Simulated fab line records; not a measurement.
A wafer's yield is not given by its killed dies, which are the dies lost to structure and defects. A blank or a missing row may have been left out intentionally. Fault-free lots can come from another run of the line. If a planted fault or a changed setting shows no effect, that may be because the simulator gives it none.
fab line records :: flow nand-harc
[record]
  lots = 13
  wafers = 39
  last-day = 25
route steps=1159 shown P_ZERO_WELL@26 P_STI@83 P_GATE@142
lots that met no fault: taken from a fault-free run of the same line
start-h: start of the lot's first displayed wafer, in hours after the record's first day :: wait-h: hours from the lot's prior step to this one :: " repeats the value in the row above :: L1.1+2: a row that stands for several wafers :: - no value, or no start was given :: * or withheld: withheld :: < > ~ a bound
route shown NAME@n: NAME is a module with steps in the file, n the number in the route of the first one :: usual: mean/standard deviation taken from wafers without a fault :: same: alike in all rows :: chamber/n: place in a boat :: sites: each site's reading :: _std_site: how widely they spread, as a standard deviation :: _edge_site: outer sites' mean less inner sites' :: radius-mm: how far each site lies from the wafer's centre :: mask NAME#n: copy n :: behind: the most recent tool/chamber to have shaped the wafer :: hold: the reason the lot was held/the length of the hold in hours/how it ended :: device: the n, p or np transistor that did not switch :: end of line: the same wafers' tests at the end of the route :: for a step that has no rows: nothing shown but its recipe :: killed: the dies lost at the first sort to structure and to defects; this is not the yield of the wafer :: map: a wafer's dies, marking killed ones x, the rest . and places with no die _
set.NAME: the setting the step ran with; set.NAME@STEP: the setting that earlier step ran with :: model.NAME: the simulator's own value behind a step, which no gauge read
a sample of lots followed through the steps of the route, with each step as a table and each wafer as a row
services: when a tool's chamber went out of use (start-h, in hours from the record's first day, below 0 if earlier), for how many hours, and the reason
[[steps]]
[step NHARC_P_ZERO_WELL_EXPOSE_21]
[recipe]
  na = 0.6
  target-cd-nm = 720
  dose-mj = 22.31
  mask-id = P_NWELL
lot.wafer: L932.2+3+5
tool: krf-scanner-03
chamber: 0
start-h: 14.30
wait-h: -
mask: P_NWELL#0

lot.wafer: L933.2+3+4
tool: krf-scanner-01
chamber: 0
start-h: 20.42
wait-h: -
mask: P_NWELL#0

lot.wafer: L936.1+3+5
tool: krf-scanner-03
chamber: 0
start-h: 38.33
wait-h: -
mask: P_NWELL#0

lot.wafer: L937.1+5+6
tool: krf-scanner-02
chamber: 0
start-h: 44.42
wait-h: -
mask: P_NWELL#0

lot.wafer: L939.3+4+6
tool: krf-scanner-03
chamber: 0
start-h: 56.45
wait-h: -
mask: P_NWELL_R1#0

lot.wafer: L947.1+3+4
tool: krf-scanner-01
chamber: 0
start-h: 104.44
wait-h: -
mask: P_NWELL#0

lot.wafer: L948.3+5+6
tool: krf-scanner-03
chamber: 0
start-h: 110.49
wait-h: -
mask: P_NWELL#0

lot.wafer: L949.4+5+6
tool: krf-scanner-02
chamber: 0
start-h: 116.46
wait-h: -
mask: P_NWELL#0

lot.wafer: L951.1+3+4
tool: krf-scanner-02
chamber: 0
start-h: 128.30
wait-h: -
mask: P_NWELL#0

lot.wafer: L952.4+5+6
tool: krf-scanner-03
chamber: 0
start-h: 134.45
wait-h: -
mask: P_NWELL#0

lot.wafer: L953.1+5+6
tool: krf-scanner-01
chamber: 0
start-h: 140.33
wait-h: -
mask: P_NWELL#0

lot.wafer: L954.1+2+4
tool: krf-scanner-01
chamber: 0
start-h: 146.31
wait-h: -
mask: P_NWELL#0

lot.wafer: L955.1+3+6
tool: krf-scanner-03
chamber: 0
start-h: 152.30
wait-h: -
mask: P_NWELL#0
[step NHARC_P_ZERO_WELL_CD_MEAS_24]
[recipe]
  target-cd-nm = 720
  landing-energy-ev = 500
[usual]
  cd-nm = 720.2/2.1
lot.wafer: L932.2
tool: cd-sem-02
chamber: 0
start-h: 14.45
wait-h: -
cd-nm: 721.7

lot.wafer: L932.3
tool: cd-sem-02
chamber: 0
start-h: 14.45
wait-h: -
cd-nm: 722.0

lot.wafer: L932.5
tool: cd-sem-02
chamber: 0
start-h: 14.45
wait-h: -
cd-nm: 718.6

lot.wafer: L933.2
tool: cd-sem-03
chamber: 0
start-h: 20.57
wait-h: -
cd-nm: 721.6

lot.wafer: L933.3
tool: cd-sem-03
chamber: 0
start-h: 20.57
wait-h: -
cd-nm: 720.3

lot.wafer: L933.4
tool: cd-sem-03
chamber: 0
start-h: 20.57
wait-h: -
cd-nm: 719.9

lot.wafer: L936.1
tool: cd-sem-01
chamber: 0
start-h: 38.49
wait-h: -
cd-nm: 719.8

lot.wafer: L936.3
tool: cd-sem-01
chamber: 0
start-h: 38.49
wait-h: -
cd-nm: 720.4

lot.wafer: L936.5
tool: cd-sem-01
chamber: 0
start-h: 38.49
wait-h: -
cd-nm: 721.7

lot.wafer: L937.1
tool: cd-sem-01
chamber: 0
start-h: 44.58
wait-h: -
cd-nm: 717.4

lot.wafer: L937.5
tool: cd-sem-01
chamber: 0
start-h: 44.58
wait-h: -
cd-nm: 718.7

lot.wafer: L937.6
tool: cd-sem-01
chamber: 0
start-h: 44.58
wait-h: -
cd-nm: 719.3

lot.wafer: L939.3
tool: cd-sem-01
chamber: 0
start-h: 56.60
wait-h: -
cd-nm: 670.8

lot.wafer: L939.4
tool: cd-sem-01
chamber: 0
start-h: 56.60
wait-h: -
cd-nm: 670.5

lot.wafer: L939.6
tool: cd-sem-01
chamber: 0
start-h: 56.60
wait-h: -
cd-nm: 669.0

lot.wafer: L947.1
tool: cd-sem-02
chamber: 0
start-h: 104.59
wait-h: -
cd-nm: 719.6

lot.wafer: L947.3
tool: cd-sem-02
chamber: 0
start-h: 104.59
wait-h: -
cd-nm: 722.2

lot.wafer: L947.4
tool: cd-sem-02
chamber: 0
start-h: 104.59
wait-h: -
cd-nm: 719.7

lot.wafer: L948.3
tool: cd-sem-01
chamber: 0
start-h: 110.64
wait-h: -
cd-nm: 718.0

lot.wafer: L948.5
tool: cd-sem-01
chamber: 0
start-h: 110.64
wait-h: -
cd-nm: 719.3

lot.wafer: L948.6
tool: cd-sem-01
chamber: 0
start-h: 110.64
wait-h: -
cd-nm: 719.4

lot.wafer: L949.4
tool: cd-sem-02
chamber: 0
start-h: 116.61
wait-h: -
cd-nm: 720.0

lot.wafer: L949.5
tool: cd-sem-02
chamber: 0
start-h: 116.61
wait-h: -
cd-nm: 721.1

lot.wafer: L949.6
tool: cd-sem-02
chamber: 0
start-h: 116.61
wait-h: -
cd-nm: 715.8

lot.wafer: L951.1
tool: cd-sem-03
chamber: 0
start-h: 128.45
wait-h: -
cd-nm: 722.3

lot.wafer: L951.3
tool: cd-sem-03
chamber: 0
start-h: 128.45
wait-h: -
cd-nm: 719.5

lot.wafer: L951.4
tool: cd-sem-03
chamber: 0
start-h: 128.45
wait-h: -
cd-nm: 719.9

lot.wafer: L952.4
tool: cd-sem-01
chamber: 0
start-h: 134.60
wait-h: -
cd-nm: 719.2

lot.wafer: L952.5
tool: cd-sem-01
chamber: 0
start-h: 134.60
wait-h: -
cd-nm: 719.5

lot.wafer: L952.6
tool: cd-sem-01
chamber: 0
start-h: 134.60
wait-h: -
cd-nm: 719.6

lot.wafer: L953.1
tool: cd-sem-03
chamber: 0
start-h: 140.48
wait-h: -
cd-nm: 722.5

lot.wafer: L953.5
tool: cd-sem-03
chamber: 0
start-h: 140.48
wait-h: -
cd-nm: 723.4

lot.wafer: L953.6
tool: cd-sem-03
chamber: 0
start-h: 140.48
wait-h: -
cd-nm: 722.2

lot.wafer: L954.1
tool: cd-sem-02
chamber: 0
start-h: 146.47
wait-h: -
cd-nm: 724.7

lot.wafer: L954.2
tool: cd-sem-02
chamber: 0
start-h: 146.47
wait-h: -
cd-nm: 726.6

lot.wafer: L954.4
tool: cd-sem-02
chamber: 0
start-h: 146.47
wait-h: -
cd-nm: 722.9

lot.wafer: L955.1
tool: cd-sem-02
chamber: 0
start-h: 152.46
wait-h: -
cd-nm: 719.9

lot.wafer: L955.3
tool: cd-sem-02
chamber: 0
start-h: 152.46
wait-h: -
cd-nm: 721.2

lot.wafer: L955.6
tool: cd-sem-02
chamber: 0
start-h: 152.46
wait-h: -
cd-nm: 717.3
[step NHARC_P_STI_CD_MEAS_09]
[recipe]
  target-cd-nm = 200
  landing-energy-ev = 500
[usual]
  cd-nm = 199/3.4
lot.wafer: L932.2
tool: cd-sem-01
chamber: 0
start-h: 35.44
wait-h: -
cd-nm: 195

lot.wafer: L932.3
tool: cd-sem-01
chamber: 0
start-h: 35.44
wait-h: -
cd-nm: 197

lot.wafer: L932.5
tool: cd-sem-01
chamber: 0
start-h: 35.44
wait-h: -
cd-nm: 199

lot.wafer: L933.2
tool: cd-sem-02
chamber: 0
start-h: 42.68
wait-h: -
cd-nm: 202

lot.wafer: L933.3
tool: cd-sem-02
chamber: 0
start-h: 42.68
wait-h: -
cd-nm: 201

lot.wafer: L933.4
tool: cd-sem-02
chamber: 0
start-h: 42.68
wait-h: -
cd-nm: 196

lot.wafer: L936.1
tool: cd-sem-03
chamber: 0
start-h: 59.67
wait-h: -
cd-nm: 197

lot.wafer: L936.3
tool: cd-sem-03
chamber: 0
start-h: 59.67
wait-h: -
cd-nm: 195

lot.wafer: L936.5
tool: cd-sem-03
chamber: 0
start-h: 59.67
wait-h: -
cd-nm: 197

lot.wafer: L937.1
tool: cd-sem-03
chamber: 0
start-h: 66.52
wait-h: -
cd-nm: 199

lot.wafer: L937.5
tool: cd-sem-03
chamber: 0
start-h: 66.52
wait-h: -
cd-nm: 198

lot.wafer: L937.6
tool: cd-sem-03
chamber: 0
start-h: 66.52
wait-h: -
cd-nm: 201

lot.wafer: L939.3
tool: cd-sem-01
chamber: 0
start-h: 74.42
wait-h: -
cd-nm: 203

lot.wafer: L939.4
tool: cd-sem-01
chamber: 0
start-h: 74.42
wait-h: -
cd-nm: 204

lot.wafer: L939.6
tool: cd-sem-01
chamber: 0
start-h: 74.42
wait-h: -
cd-nm: 205

lot.wafer: L947.1
tool: cd-sem-01
chamber: 0
start-h: 126.08
wait-h: -
cd-nm: 202

lot.wafer: L947.3
tool: cd-sem-01
chamber: 0
start-h: 126.08
wait-h: -
cd-nm: 202

lot.wafer: L947.4
tool: cd-sem-01
chamber: 0
start-h: 126.08
wait-h: -
cd-nm: 203

lot.wafer: L948.3
tool: cd-sem-03
chamber: 0
start-h: 134.06
wait-h: -
cd-nm: 201

lot.wafer: L948.5
tool: cd-sem-03
chamber: 0
start-h: 134.06
wait-h: -
cd-nm: 200

lot.wafer: L948.6
tool: cd-sem-03
chamber: 0
start-h: 134.06
wait-h: -
cd-nm: 206

lot.wafer: L949.4
tool: cd-sem-01
chamber: 0
start-h: 134.25
wait-h: -
cd-nm: 194

lot.wafer: L949.5
tool: cd-sem-01
chamber: 0
start-h: 134.25
wait-h: -
cd-nm: 194

lot.wafer: L949.6
tool: cd-sem-01
chamber: 0
start-h: 134.25
wait-h: -
cd-nm: 197

lot.wafer: L951.1
tool: cd-sem-01
chamber: 0
start-h: 152.28
wait-h: -
cd-nm: 196

lot.wafer: L951.3
tool: cd-sem-01
chamber: 0
start-h: 152.28
wait-h: -
cd-nm: 201

lot.wafer: L951.4
tool: cd-sem-01
chamber: 0
start-h: 152.28
wait-h: -
cd-nm: 199

lot.wafer: L952.4
tool: cd-sem-02
chamber: 0
start-h: 152.33
wait-h: -
cd-nm: 201

lot.wafer: L952.5
tool: cd-sem-02
chamber: 0
start-h: 152.33
wait-h: -
cd-nm: 202

lot.wafer: L952.6
tool: cd-sem-02
chamber: 0
start-h: 152.33
wait-h: -
cd-nm: 202

lot.wafer: L953.1
tool: cd-sem-01
chamber: 0
start-h: 161.03
wait-h: -
cd-nm: 197

lot.wafer: L953.5
tool: cd-sem-01
chamber: 0
start-h: 161.03
wait-h: -
cd-nm: 201

lot.wafer: L953.6
tool: cd-sem-01
chamber: 0
start-h: 161.03
wait-h: -
cd-nm: 194

lot.wafer: L954.1
tool: cd-sem-01
chamber: 0
start-h: 168.63
wait-h: -
cd-nm: 199

lot.wafer: L954.2
tool: cd-sem-01
chamber: 0
start-h: 168.63
wait-h: -
cd-nm: 192

lot.wafer: L954.4
tool: cd-sem-01
chamber: 0
start-h: 168.63
wait-h: -
cd-nm: 197

lot.wafer: L955.1
tool: cd-sem-01
chamber: 0
start-h: 173.73
wait-h: -
cd-nm: 199

lot.wafer: L955.3
tool: cd-sem-01
chamber: 0
start-h: 173.73
wait-h: -
cd-nm: 198

lot.wafer: L955.6
tool: cd-sem-01
chamber: 0
start-h: 173.73
wait-h: -
cd-nm: 196
[step NHARC_P_STI_OCD_MEAS_43]
[usual]
  trench-depth-nm = 302/4.6
  trench-foot-cd-nm = 157/3.4
lot.wafer: L932.2
tool: ocd-01
chamber: -
start-h: 36.74
wait-h: -
trench-depth-nm: 289
trench-foot-cd-nm: 155

lot.wafer: L932.3
tool: ocd-01
chamber: -
start-h: 36.74
wait-h: -
trench-depth-nm: 298
trench-foot-cd-nm: 156

lot.wafer: L932.5
tool: ocd-01
chamber: -
start-h: 36.74
wait-h: -
trench-depth-nm: 301
trench-foot-cd-nm: 157

lot.wafer: L933.2
tool: ocd-01
chamber: -
start-h: 43.98
wait-h: -
trench-depth-nm: 304
trench-foot-cd-nm: 160

lot.wafer: L933.3
tool: ocd-01
chamber: -
start-h: 43.98
wait-h: -
trench-depth-nm: 311
trench-foot-cd-nm: 158

lot.wafer: L933.4
tool: ocd-01
chamber: -
start-h: 43.98
wait-h: -
trench-depth-nm: 309
trench-foot-cd-nm: 152

lot.wafer: L936.1
tool: ocd-02
chamber: -
start-h: 60.97
wait-h: -
trench-depth-nm: 299
trench-foot-cd-nm: 155

lot.wafer: L936.3
tool: ocd-02
chamber: -
start-h: 60.97
wait-h: -
trench-depth-nm: 297
trench-foot-cd-nm: 153

lot.wafer: L936.5
tool: ocd-02
chamber: -
start-h: 60.97
wait-h: -
trench-depth-nm: 298
trench-foot-cd-nm: 156

lot.wafer: L937.1
tool: ocd-01
chamber: -
start-h: 67.82
wait-h: -
trench-depth-nm: 307
trench-foot-cd-nm: 156

lot.wafer: L937.5
tool: ocd-01
chamber: -
start-h: 67.82
wait-h: -
trench-depth-nm: 301
trench-foot-cd-nm: 156

lot.wafer: L937.6
tool: ocd-01
chamber: -
start-h: 67.82
wait-h: -
trench-depth-nm: 309
trench-foot-cd-nm: 158

lot.wafer: L939.3
tool: ocd-01
chamber: -
start-h: 75.73
wait-h: -
trench-depth-nm: 307
trench-foot-cd-nm: 160

lot.wafer: L939.4
tool: ocd-01
chamber: -
start-h: 75.73
wait-h: -
trench-depth-nm: 311
trench-foot-cd-nm: 160

lot.wafer: L939.6
tool: ocd-01
chamber: -
start-h: 75.73
wait-h: -
trench-depth-nm: 304
trench-foot-cd-nm: 162

lot.wafer: L947.1
tool: ocd-01
chamber: -
start-h: 127.48
wait-h: -
trench-depth-nm: 306
trench-foot-cd-nm: 159

lot.wafer: L947.3
tool: ocd-01
chamber: -
start-h: 127.48
wait-h: -
trench-depth-nm: 299
trench-foot-cd-nm: 161

lot.wafer: L947.4
tool: ocd-01
chamber: -
start-h: 127.48
wait-h: -
trench-depth-nm: 298
trench-foot-cd-nm: 161

lot.wafer: L948.3
tool: ocd-01
chamber: -
start-h: 135.44
wait-h: -
trench-depth-nm: 298
trench-foot-cd-nm: 160

lot.wafer: L948.5
tool: ocd-01
chamber: -
start-h: 135.44
wait-h: -
trench-depth-nm: 294
trench-foot-cd-nm: 159

lot.wafer: L948.6
tool: ocd-01
chamber: -
start-h: 135.44
wait-h: -
trench-depth-nm: 301
trench-foot-cd-nm: 164

lot.wafer: L949.4
tool: ocd-02
chamber: -
start-h: 135.54
wait-h: -
trench-depth-nm: 300
trench-foot-cd-nm: 152

lot.wafer: L949.5
tool: ocd-02
chamber: -
start-h: 135.54
wait-h: -
trench-depth-nm: 306
trench-foot-cd-nm: 152

lot.wafer: L949.6
tool: ocd-02
chamber: -
start-h: 135.54
wait-h: -
trench-depth-nm: 303
trench-foot-cd-nm: 155

lot.wafer: L951.1
tool: ocd-02
chamber: -
start-h: 153.57
wait-h: -
trench-depth-nm: 296
trench-foot-cd-nm: 154

lot.wafer: L951.3
tool: ocd-02
chamber: -
start-h: 153.57
wait-h: -
trench-depth-nm: 297
trench-foot-cd-nm: 160

lot.wafer: L951.4
tool: ocd-02
chamber: -
start-h: 153.57
wait-h: -
trench-depth-nm: 299
trench-foot-cd-nm: 158

lot.wafer: L952.4
tool: ocd-01
chamber: -
start-h: 153.74
wait-h: -
trench-depth-nm: 301
trench-foot-cd-nm: 159

lot.wafer: L952.5
tool: ocd-01
chamber: -
start-h: 153.74
wait-h: -
trench-depth-nm: 301
trench-foot-cd-nm: 160

lot.wafer: L952.6
tool: ocd-01
chamber: -
start-h: 153.74
wait-h: -
trench-depth-nm: 303
trench-foot-cd-nm: 160

lot.wafer: L953.1
tool: ocd-02
chamber: -
start-h: 162.43
wait-h: -
trench-depth-nm: 303
trench-foot-cd-nm: 155

lot.wafer: L953.5
tool: ocd-02
chamber: -
start-h: 162.43
wait-h: -
trench-depth-nm: 303
trench-foot-cd-nm: 159

lot.wafer: L953.6
tool: ocd-02
chamber: -
start-h: 162.43
wait-h: -
trench-depth-nm: 307
trench-foot-cd-nm: 150

lot.wafer: L954.1
tool: ocd-02
chamber: -
start-h: 169.92
wait-h: -
trench-depth-nm: 308
trench-foot-cd-nm: 156

lot.wafer: L954.2
tool: ocd-02
chamber: -
start-h: 169.92
wait-h: -
trench-depth-nm: 299
trench-foot-cd-nm: 150

lot.wafer: L954.4
tool: ocd-02
chamber: -
start-h: 169.92
wait-h: -
trench-depth-nm: 311
trench-foot-cd-nm: 153

lot.wafer: L955.1
tool: ocd-01
chamber: -
start-h: 175.03
wait-h: -
trench-depth-nm: 299
trench-foot-cd-nm: 157

lot.wafer: L955.3
tool: ocd-01
chamber: -
start-h: 175.03
wait-h: -
trench-depth-nm: 303
trench-foot-cd-nm: 155

lot.wafer: L955.6
tool: ocd-01
chamber: -
start-h: 175.03
wait-h: -
trench-depth-nm: 303
trench-foot-cd-nm: 154
[step NHARC_P_GATE_OVL_MEAS_27]
[usual]
  overlay-x-nm = 0.1/0.78
  overlay-y-nm = 0.3/0.91
lot.wafer: L932.2
tool: overlay-01
chamber: -
start-h: 88.99
wait-h: -
overlay-x-nm: -0.7
overlay-y-nm: 0.3

lot.wafer: L932.3
tool: overlay-01
chamber: -
start-h: 88.99
wait-h: -
overlay-x-nm: -1.2
overlay-y-nm: 0.5

lot.wafer: L932.5
tool: overlay-01
chamber: -
start-h: 88.99
wait-h: -
overlay-x-nm: -0.6
overlay-y-nm: 0.6

lot.wafer: L933.2
tool: overlay-02
chamber: -
start-h: 100.79
wait-h: -
overlay-x-nm: 0.2
overlay-y-nm: -0.3

lot.wafer: L933.3
tool: overlay-02
chamber: -
start-h: 100.79
wait-h: -
overlay-x-nm: 0.6
overlay-y-nm: 0.0

lot.wafer: L933.4
tool: overlay-02
chamber: -
start-h: 100.79
wait-h: -
overlay-x-nm: 0.6
overlay-y-nm: 0.0

lot.wafer: L936.1
tool: overlay-02
chamber: -
start-h: 114.60
wait-h: -
overlay-x-nm: 0.2
overlay-y-nm: 1.4

lot.wafer: L936.3
tool: overlay-02
chamber: -
start-h: 114.60
wait-h: -
overlay-x-nm: 1.0
overlay-y-nm: 0.9

lot.wafer: L936.5
tool: overlay-02
chamber: -
start-h: 114.60
wait-h: -
overlay-x-nm: 0.7
overlay-y-nm: 1.4

lot.wafer: L937.1
tool: overlay-02
chamber: -
start-h: 126.69
wait-h: -
overlay-x-nm: -0.7
overlay-y-nm: -0.6

lot.wafer: L937.5
tool: overlay-02
chamber: -
start-h: 126.69
wait-h: -
overlay-x-nm: -0.3
overlay-y-nm: -0.8

lot.wafer: L937.6
tool: overlay-02
chamber: -
start-h: 126.69
wait-h: -
overlay-x-nm: -0.4
overlay-y-nm: -0.5

lot.wafer: L939.3
tool: overlay-01
chamber: -
start-h: 129.28
wait-h: -
overlay-x-nm: -0.1
overlay-y-nm: 0.1

lot.wafer: L939.4
tool: overlay-01
chamber: -
start-h: 129.28
wait-h: -
overlay-x-nm: -0.3
overlay-y-nm: 0.5

lot.wafer: L939.6
tool: overlay-01
chamber: -
start-h: 129.28
wait-h: -
overlay-x-nm: -0.3
overlay-y-nm: 0.2

lot.wafer: L947.1
tool: overlay-02
chamber: -
start-h: 185.13
wait-h: -
overlay-x-nm: -1.0
overlay-y-nm: -0.8

lot.wafer: L947.3
tool: overlay-02
chamber: -
start-h: 185.13
wait-h: -
overlay-x-nm: -0.9
overlay-y-nm: -0.7

lot.wafer: L947.4
tool: overlay-02
chamber: -
start-h: 185.13
wait-h: -
overlay-x-nm: -0.6
overlay-y-nm: -0.7

lot.wafer: L949.4
tool: overlay-02
chamber: -
start-h: 187.42
wait-h: -
overlay-x-nm: -1.4
overlay-y-nm: 1.4

lot.wafer: L949.5
tool: overlay-02
chamber: -
start-h: 187.42
wait-h: -
overlay-x-nm: -1.2
overlay-y-nm: 1.0

lot.wafer: L949.6
tool: overlay-02
chamber: -
start-h: 187.42
wait-h: -
overlay-x-nm: -0.7
overlay-y-nm: 1.2

lot.wafer: L948.3
tool: overlay-02
chamber: -
start-h: 187.60
wait-h: -
overlay-x-nm: 0.2
overlay-y-nm: -1.5

lot.wafer: L948.5
tool: overlay-02
chamber: -
start-h: 187.60
wait-h: -
overlay-x-nm: 0.0
overlay-y-nm: -1.4

lot.wafer: L948.6
tool: overlay-02
chamber: -
start-h: 187.60
wait-h: -
overlay-x-nm: 0.1
overlay-y-nm: -1.1

lot.wafer: L952.4
tool: overlay-01
chamber: -
start-h: 204.06
wait-h: -
overlay-x-nm: 0.1
overlay-y-nm: -0.5

lot.wafer: L952.5
tool: overlay-01
chamber: -
start-h: 204.06
wait-h: -
overlay-x-nm: 0.8
overlay-y-nm: 0.1

lot.wafer: L952.6
tool: overlay-01
chamber: -
start-h: 204.06
wait-h: -
overlay-x-nm: 0.7
overlay-y-nm: -0.5

lot.wafer: L951.1
tool: overlay-02
chamber: -
start-h: 204.78
wait-h: -
overlay-x-nm: 0.0
overlay-y-nm: -0.2

lot.wafer: L951.3
tool: overlay-02
chamber: -
start-h: 204.78
wait-h: -
overlay-x-nm: -0.2
overlay-y-nm: -0.1

lot.wafer: L951.4
tool: overlay-02
chamber: -
start-h: 204.78
wait-h: -
overlay-x-nm: 0.2
overlay-y-nm: 0.1

lot.wafer: L953.1
tool: overlay-02
chamber: -
start-h: 216.44
wait-h: -
overlay-x-nm: 0.0
overlay-y-nm: 0.4

lot.wafer: L953.5
tool: overlay-02
chamber: -
start-h: 216.44
wait-h: -
overlay-x-nm: -0.2
overlay-y-nm: 0.4

lot.wafer: L953.6
tool: overlay-02
chamber: -
start-h: 216.44
wait-h: -
overlay-x-nm: -0.2
overlay-y-nm: 0.7

lot.wafer: L954.1
tool: overlay-01
chamber: -
start-h: 229.33
wait-h: -
overlay-x-nm: 0.5
overlay-y-nm: -0.8

lot.wafer: L954.2
tool: overlay-01
chamber: -
start-h: 229.33
wait-h: -
overlay-x-nm: -0.5
overlay-y-nm: -0.4

lot.wafer: L954.4
tool: overlay-01
chamber: -
start-h: 229.33
wait-h: -
overlay-x-nm: -0.1
overlay-y-nm: 0.0

lot.wafer: L955.1
tool: overlay-01
chamber: -
start-h: 229.80
wait-h: -
overlay-x-nm: -1.5
overlay-y-nm: 0.1

lot.wafer: L955.3
tool: overlay-01
chamber: -
start-h: 229.80
wait-h: -
overlay-x-nm: -1.9
overlay-y-nm: -0.5

lot.wafer: L955.6
tool: overlay-01
chamber: -
start-h: 229.80
wait-h: -
overlay-x-nm: -1.5
overlay-y-nm: 0.1
[[services]]
tool: krf-scanner-03
chamber: -
start-h: -4.00
hours: 4.0
kind: pm

tool: krf-scanner-01
chamber: -
start-h: 11.77
hours: 2.8
kind: repair

tool: krf-scanner-02
chamber: -
start-h: 38.00
hours: 4.0
kind: pm

tool: krf-scanner-03
chamber: -
start-h: 65.80
hours: 2.1
kind: repair

tool: krf-scanner-01
chamber: -
start-h: 84.00
hours: 4.0
kind: pm
[[key]]
[first-sign]
  step = NHARC_P_ZERO_WELL_EXPOSE_21
  reading = mask
  direction = changed
[effect]
  step = NHARC_P_ZERO_WELL_CD_MEAS_24
  reading = cd-nm
  direction = down
  sigmas = 24
  usual = 720.2
  struck = 670.1
met-at NHARC_P_ZERO_WELL_EXPOSE_21
struck-lots L939
tester-left-out L939
not-acting-at NHARC_P_STI_CD_MEAS_09,NHARC_P_STI_OCD_MEAS_43,NHARC_P_GATE_OVL_MEAS_27
onset-between 38.33 56.45
[fault]
  kind = wrong-mask
  tool = any
  chamber = -
  onset-h = 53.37
  steps = NHARC_P_ZERO_WELL_EXPOSE_21
  aux-copy = P_NWELL_R1#0
  cd-offset-nm = -49.163
  scope = struck-lots-only
// tester-left-out: of these lots the tester's yield and bins aren't shown, on N5 and GAA mostly nor the transistor test; their killed dies are dies lost to structure and defects alone, not to doping, threshold or leakage, so they don't give the yield
